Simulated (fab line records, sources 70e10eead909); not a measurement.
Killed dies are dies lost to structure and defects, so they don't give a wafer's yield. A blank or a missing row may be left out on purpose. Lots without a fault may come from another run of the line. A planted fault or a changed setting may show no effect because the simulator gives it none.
A struck lot beside a sound one | flow nand_harc | 6 steps out of a route of 1302
Sound: wafers L724.1, L724.2, L724.4. Struck: wafers L733.1, L733.2, L733.5. The cause comes at the end.
At each step with rows: each side's tool, then ch and its chambers, then its first start. Under that, the readings that differ: sound wafers | struck wafers | difference of the means | sigmas: that difference in standard deviations of wafers without a fault.
alike: readings whose means differ by less than 2 such deviations, and words and numbers that are the same on both sides. not compared: withheld readings, readings that some wafer has no value for, bounds like >300 that may hide the same value, and numbers for which the record gives no deviation and whose values overlap.
The two part at a step that has a row with sigmas, a row that says differs or no value, or rows on one side only. Numbers that don't overlap but have no deviation are shown without sigmas and don't part them. A reading that every wafer of one side lacks parts them only if that side has two wafers or more.

NHARC_P_START_INSPECT_01:
  sound on defect_inspect-01, day 3 22:02; struck on defect_inspect-01, day 7 16:02
  alike: raw_defect_count
then, 2 steps without rows for these wafers: NHARC_P_ZERO_WELL_PRECLEAN_00 (cleans in SPM, time 600 s); NHARC_P_ZERO_WELL_SRD_01.
NHARC_P_ZERO_WELL_PECVD_02: deposits SiO2, target thk 10 nm.
  sound on pecvd-03 ch 0,1,2, day 3 22:27; struck on pecvd-02 ch 0,1,2, day 7 16:26
  reading                      | sound             | struck | difference                    | sigmas
  chamber_pressure_Torr (Torr) | 6.487 6.506 6.504 | - - -  | no value on the struck wafers |
  not compared: since_wet_clean_h
then, 1 step without rows for these wafers: NHARC_P_ZERO_WELL_DEHYDRATE_03 (time 120 s).
NHARC_END_SORT_01:
  the record has rows for the sound wafers here (prober-02 ch 0, day 26 15:59) and none for the struck ones

WHERE THEY PART
First at NHARC_P_ZERO_WELL_PECVD_02; last, within this record, at NHARC_END_SORT_01.

WHY: what the simulator had put in
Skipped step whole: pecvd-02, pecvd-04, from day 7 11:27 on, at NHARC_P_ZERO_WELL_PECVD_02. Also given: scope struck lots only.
